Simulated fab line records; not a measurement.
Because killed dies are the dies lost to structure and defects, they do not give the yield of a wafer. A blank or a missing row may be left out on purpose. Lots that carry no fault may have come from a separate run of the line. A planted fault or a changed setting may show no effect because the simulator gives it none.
Chamber matching -- flow n5Finfet -- N5_BEOL_M14_DESCUM_33 on rieDiel-03: 4 sister chambers
The step chemistry O2, time 7.9 s. 8 wafers are shown with their chamber, then 8 later ones without.

== WAFERS PAIRED WITH THEIR CHAMBERS ==
wafer,chamber,throttleValvePct (%),rfFwdPowerW (W)
L074.3,3,20.12,49.43
L078.5,0,20.72,48.70
L079.4,1,20.30,49.23
L079.6,2,20.18,49.17
L084.3,2,20.18,49.62
L084.5,0,20.75,49.05
L084.6,1,20.31,49.29
L088.2,3,20.18,49.54

== WAFERS WHOSE CHAMBER IS MISSING ==
wafer,throttleValvePct (%),rfFwdPowerW (W)
L088.5,20.75,49.21
L088.6,20.33,49.25
L091.2,20.76,48.80
L091.4,20.33,49.18
L091.5,20.20,49.64
L097.2,20.22,49.35
L097.3,20.76,49.14
L097.6,20.33,49.49

== THE CHAMBER EACH PASSED THROUGH ==
wafer,from the rows above,in truth
L088.5,0,0
L088.6,1,1
L091.2,0,0
L091.4,1,1
L091.5,can't be placed: 2 or 3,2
L097.2,can't be placed: 2 or 3 or 1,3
L097.3,0,0
L097.6,1,1
6 of 8 placed correctly. Unplaceable from these rows: 2, with the true chamber sitting among the candidates in 2. Wrongly placed: 0.
How it was worked out, from the rows above alone: a wafer's distance from a chamber is the root of the sum, over the readings, of the square of ((its reading less the chamber's mean) divided by the reading's scatter). If the next closest chamber is less than 2 further off than the closest, the wafer can't be placed; otherwise it belongs to the closest. Each chamber's mean is taken over the wafers shown for it. How the scatter is found: for the shown wafers, subtract from each reading the mean of its chamber, square and add these, divide the total by (wafers less chambers), then take the root.
